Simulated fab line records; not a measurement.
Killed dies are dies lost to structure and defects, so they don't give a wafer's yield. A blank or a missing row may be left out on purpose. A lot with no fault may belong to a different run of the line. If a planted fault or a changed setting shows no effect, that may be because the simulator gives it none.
Matching of chambers -- flow n5_finfet -- N5_BEOL_M3_CO_CAP_55 on cvd_co-01: 3 sister chambers
The step material Co, precursor CCTBA/H2, target thk 2 nm, time 102.1 s. 20 wafers are shown with their chamber, then 10 later ones without.

WAFERS WITH THEIR CHAMBER
wafer,chamber,heater_power_w (W)
L074.1,0,214
L074.3,2,188
L074.5,0,208
L079.1,1,226
L079.2,2,191
L079.3,0,215
L079.4,1,227
L079.5,2,186
L079.6,0,221
L084.1,1,221
L084.3,2,185
L084.5,0,214
L082.3,2,191
L082.4,0,211
L082.5,1,230
L088.3,0,213
L088.4,2,193
L088.5,1,225
L090.1,0,212
L090.2,1,228

SIGNATURES, as means of the wafers listed above
reading,chamber 0,chamber 1,chamber 2,scatter within a chamber
heater_power_w,213.50,226.17,189.00,3.39
Rule: for a wafer and a chamber, the distance is found by dividing, reading by reading, the gap between the wafer's reading and the chamber's mean by the reading's scatter, squaring, summing and taking the root. If the next closest chamber is less than 2 further off than the closest, the wafer can't be placed; otherwise it belongs to the closest. How the scatter is found: for the shown wafers, subtract from each reading the mean of its chamber, square and add these, divide the total by (wafers less chambers), then take the root.

WAFERS WITHOUT THEIR CHAMBER
wafer,heater_power_w (W)
L090.3,190
L093.1,191
L093.2,209
L093.5,217
L095.2,188
L095.4,208
L095.6,228
L097.1,211
L097.2,188
L097.4,185

CHAMBER TAKEN BY EACH
wafer,from the rows above,in truth
L090.3,2,2
L093.1,2,2
L093.2,0,0
L093.5,can't be placed: 0 or 1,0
L095.2,2,2
L095.4,0,0
L095.6,1,1
L097.1,0,0
L097.2,2,2
L097.4,2,2
Placed correctly: 9 of 10. Unplaceable from these rows: 1, with the true chamber sitting among the candidates in 1. 0 placed wrongly.
